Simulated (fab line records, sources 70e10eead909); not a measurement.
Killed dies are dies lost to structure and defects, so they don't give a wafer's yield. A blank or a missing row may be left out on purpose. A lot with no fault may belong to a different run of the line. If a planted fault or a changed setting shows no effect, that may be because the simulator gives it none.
Matching of chambers	flow nand_harc	NHARC_P_M2_DESCUM_14 on rie_diel-05: 4 sister chambers
The step chemistry O2, time 3 s. 4 wafers are shown with their chamber, then 8 later ones without.

== WAFERS PAIRED WITH THEIR CHAMBERS ==
wafer	chamber	drypump_motor_current_A (A)
L366.3	3	6.4
L369.1	2	6.0
L369.6	1	5.8
L368.1	0	4.8

== WAFERS WITHOUT THEIR CHAMBER ==
wafer	drypump_motor_current_A (A)
L368.2	5.8
L368.5	5.9
L378.4	5.8
L378.5	5.9
L378.6	5.8
L383.2	4.8
L383.4	6.4
L383.6	6.4

== WHICH CHAMBER EACH ONE RAN IN ==
wafer	from the rows above	in truth
L368.2	1	1
L368.5	can't be placed: 2 or 1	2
L378.4	1	1
L378.5	can't be placed: 2 or 1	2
L378.6	1	1
L383.2	0	0
L383.4	3	3
L383.6	3	3
Correct placement for 6 of the 8. These rows do not allow placing 2 (true chamber among the candidates in 2). Wrongly placed: 0.
How it was worked out, from the rows above alone: a wafer's distance from a chamber is the root of the sum, over the readings, of the square of ((its reading less the chamber's mean) divided by the reading's scatter). If the next closest chamber is less than 2 further off than the closest, the wafer can't be placed; otherwise it belongs to the closest. Each chamber's mean is taken over the wafers shown for it. The scatter: with one shown wafer a chamber, the root of the mean of the squares of how far each hidden wafer lies from its nearest shown one.
